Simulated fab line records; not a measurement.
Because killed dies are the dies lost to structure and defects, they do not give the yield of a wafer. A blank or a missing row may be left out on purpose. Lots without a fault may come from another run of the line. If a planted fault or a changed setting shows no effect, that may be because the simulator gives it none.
Matching of chambers | flow nand_harc | rie_diel-04 running NHARC_A_STAIRCASE_TRIM_187: 4 sister chambers
The step chemistry O2, time 211.2 s. 4 wafers are shown with their chamber, then 8 later ones without.

## WAFERS WITH THEIR CHAMBER
wafer  | chamber | oes_product_au (a.u.)
L078.6 | 1       | 0.986
L081.2 | 2       | 0.997
L081.4 | 0       | 1.003
L086.2 | 3       | 1.006

## WAFERS WHOSE CHAMBER IS MISSING
wafer  | oes_product_au (a.u.)
L086.5 | 1.003
L086.6 | 1.010
L087.1 | 0.997
L087.2 | 1.000
L087.6 | 1.005
L095.2 | 0.983
L095.4 | 0.997
L095.5 | 0.990

## WHICH CHAMBER EACH WENT THROUGH
wafer  | from the rows above          | in truth
L086.5 | can't be placed: 0 or 3      | 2
L086.6 | can't be placed: 3 or 0      | 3
L087.1 | 2                            | 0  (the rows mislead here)
L087.2 | can't be placed: 0 or 2 or 3 | 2
L087.6 | can't be placed: 3 or 0      | 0
L095.2 | 1                            | 1
L095.4 | 2                            | 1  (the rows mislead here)
L095.5 | can't be placed: 1 or 2      | 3
Correctly placed: 1 of 8. Unplaceable from these rows: 5, with the true chamber sitting among the candidates in 3. Number placed wrongly: 2.
How it was worked out, from the rows above alone: a wafer's distance from a chamber is the root of the sum, over the readings, of the square of ((its reading less the chamber's mean) divided by the reading's scatter). If the next closest chamber is less than 2 further off than the closest, the wafer can't be placed; otherwise it belongs to the closest. The mean given for a chamber averages the wafers shown for that chamber. The scatter: with one shown wafer a chamber, the root of the mean of the squares of how far each hidden wafer lies from its nearest shown one.
